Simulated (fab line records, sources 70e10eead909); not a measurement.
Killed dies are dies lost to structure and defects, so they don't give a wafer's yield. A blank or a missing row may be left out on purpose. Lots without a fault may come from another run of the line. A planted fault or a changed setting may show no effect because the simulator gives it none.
Which tool did it? | flow nand_harc | 6 lots, 18 wafers sampled, at 2 steps of a route of 1159

WHAT THE GAUGES READ, wafer by wafer
NHARC_P_GATE_CD_MEAS_11: target cd 1640 nm.
lot  | measured    | on        | cd_nm (nm)
L922 | day 4 14:01 | cd_sem-03 | 1638.3 1640.1 1639.3
L927 | day 5 14:47 | cd_sem-03 | 1637.0 1637.8 1638.4
L933 | day 7 10:55 | cd_sem-03 | 1639.8 1638.6 1640.4
L938 | day 8 03:37 | cd_sem-01 | 1642.2 1640.7 1644.0
L940 | day 8 20:31 | cd_sem-01 | 1641.3 1641.9 1642.3
L943 | day 9 14:34 | cd_sem-01 | 1641.7 1642.9 1640.9

WHICH TOOL RAN EACH LOT (tool, then ch and the chambers of the sampled wafers, then the start)
lot  | NHARC_P_GATE_EXPOSE_08
L922 | krf_scanner-04 ch 0, day 4 13:52
L927 | krf_scanner-02 ch 0, day 5 14:37
L933 | krf_scanner-04 ch 0, day 7 10:46
L938 | krf_scanner-02 ch 0, day 8 03:28
L940 | krf_scanner-02 ch 0, day 8 20:22
L943 | krf_scanner-04 ch 0, day 9 14:24
- NHARC_P_GATE_EXPOSE_08: exposes mask P HV.

THE ANSWER, worked out from the rows above alone
Rule: what is usual is taken from the lots themselves. Put in order of their means at a reading, lots are off if they are a third of the lots or fewer, leave a main group of 4 or more, and stand apart from it by a gap of 3 or more times the standard deviation of the main group's means; of several such gaps the widest counts. A main group whose means are all the same, to the digits that the tables above print for the reading, isn't used. A lot without any number at a reading at which 4 lots or more have one is off too. The other lots that the step has rows for count as sound.
No lot is off at any reading shown: from this, nothing can be told.

WHAT THE SIMULATOR HAD PUT IN
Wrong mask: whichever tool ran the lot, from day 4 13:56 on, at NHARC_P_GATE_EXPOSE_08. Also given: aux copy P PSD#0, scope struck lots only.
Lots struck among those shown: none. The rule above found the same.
